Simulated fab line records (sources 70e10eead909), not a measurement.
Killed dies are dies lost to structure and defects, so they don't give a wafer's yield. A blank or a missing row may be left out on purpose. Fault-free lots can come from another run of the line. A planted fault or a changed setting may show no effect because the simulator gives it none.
Chamber matching / flow nand harc / rie diel-13 running NHARC_P_GATE_DESCUM_93: 4 sister chambers
The step chemistry O2, time 3 s. 4 wafers are shown with their chamber, then 8 later ones without.

## WAFERS, EACH WITH ITS CHAMBER
wafer=L083.2; chamber=0; showerhead plenum p Torr (Torr)=1.93
wafer=L083.4; chamber=3; showerhead plenum p Torr (Torr)=1.79
wafer=L083.5; chamber=1; showerhead plenum p Torr (Torr)=1.80
wafer=L084.2; chamber=2; showerhead plenum p Torr (Torr)=1.99

## WAFERS WHOSE CHAMBER IS MISSING
wafer=L084.3; showerhead plenum p Torr (Torr)=1.93
wafer=L084.4; showerhead plenum p Torr (Torr)=1.80
wafer=L088.1; showerhead plenum p Torr (Torr)=1.79
wafer=L088.2; showerhead plenum p Torr (Torr)=1.78
wafer=L088.4; showerhead plenum p Torr (Torr)=1.99
wafer=L096.4; showerhead plenum p Torr (Torr)=1.78
wafer=L096.5; showerhead plenum p Torr (Torr)=1.78
wafer=L096.6; showerhead plenum p Torr (Torr)=1.92

## WHICH CHAMBER EACH WENT THROUGH
wafer=L084.3; from the rows above=0; in truth=0
wafer=L084.4; from the rows above=can't be placed: 1 or 3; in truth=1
wafer=L088.1; from the rows above=can't be placed: 3 or 1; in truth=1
wafer=L088.2; from the rows above=can't be placed: 3 or 1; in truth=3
wafer=L088.4; from the rows above=2; in truth=2
wafer=L096.4; from the rows above=can't be placed: 3 or 1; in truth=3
wafer=L096.5; from the rows above=can't be placed: 3 or 1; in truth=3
wafer=L096.6; from the rows above=0; in truth=0
Placed correctly: 3 of 8. Unplaceable from these rows: 5, with the true chamber sitting among the candidates in 5. Wrongly placed: 0.
How it was worked out, from the rows above alone: a wafer's distance from a chamber is the root of the sum, over the readings, of the square of ((its reading less the chamber's mean) divided by the reading's scatter). The wafer belongs to the nearest chamber; if the next one is less than 2 further off, it can't be placed. Each chamber's mean is taken over the wafers shown for it. The scatter: root of mean squared gap, hidden wafer to nearest shown wafer, with one shown wafer a chamber.
